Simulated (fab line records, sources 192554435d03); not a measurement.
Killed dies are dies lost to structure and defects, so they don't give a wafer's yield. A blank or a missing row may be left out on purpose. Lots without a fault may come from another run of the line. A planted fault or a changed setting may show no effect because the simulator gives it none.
Chamber matching | flow n5_finfet | N5_BEOL_M2_PECVD_72 on pecvd-03: 3 sister chambers
The step deposits SiO2 from TEOS/O2, target thk 16 nm, time 18 s. 3 wafers are shown with their chamber, then 10 later ones without.

WAFERS WITH THEIR CHAMBER
wafer  | chamber | throttle_valve_pct (%)
L081.4 | 0       | 21.8
L084.2 | 1       | 21.9
L084.4 | 2       | 22.7

WAFERS WITHOUT THEIR CHAMBER
wafer  | throttle_valve_pct (%)
L084.6 | 21.8
L090.3 | 21.7
L090.4 | 22.1
L090.6 | 22.0
L091.2 | 21.9
L091.4 | 21.9
L091.6 | 21.7
L094.2 | 20.6
L094.3 | 21.8
L094.6 | 20.4

WHICH CHAMBER EACH WENT THROUGH
wafer  | from the rows above          | in truth
L084.6 | can't be placed: 0 or 1 or 2 | 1
L090.3 | can't be placed: 0 or 1 or 2 | 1
L090.4 | can't be placed: 1 or 0 or 2 | 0
L090.6 | can't be placed: 1 or 0 or 2 | 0
L091.2 | can't be placed: 1 or 0 or 2 | 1
L091.4 | can't be placed: 1 or 0 or 2 | 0
L091.6 | can't be placed: 0 or 1 or 2 | 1
L094.2 | can't be placed: 0 or 1 or 2 | 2
L094.3 | can't be placed: 0 or 1 or 2 | 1
L094.6 | can't be placed: 0 or 1 or 2 | 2
Placed correctly: 0 of 10. Can't be placed from these rows: 10 (the true chamber is among the candidates in 10). Placed wrongly: 0.
How it was worked out, from the rows above alone: a wafer's distance from a chamber is the root of the sum, over the readings, of the square of ((its reading less the chamber's mean) divided by the reading's scatter). The wafer belongs to the nearest chamber; if the next one is less than 2 further off, it can't be placed. A chamber's mean is the mean of its shown wafers. The scatter: with one shown wafer a chamber, the root of the mean of the squares of how far each hidden wafer lies from its nearest shown one.
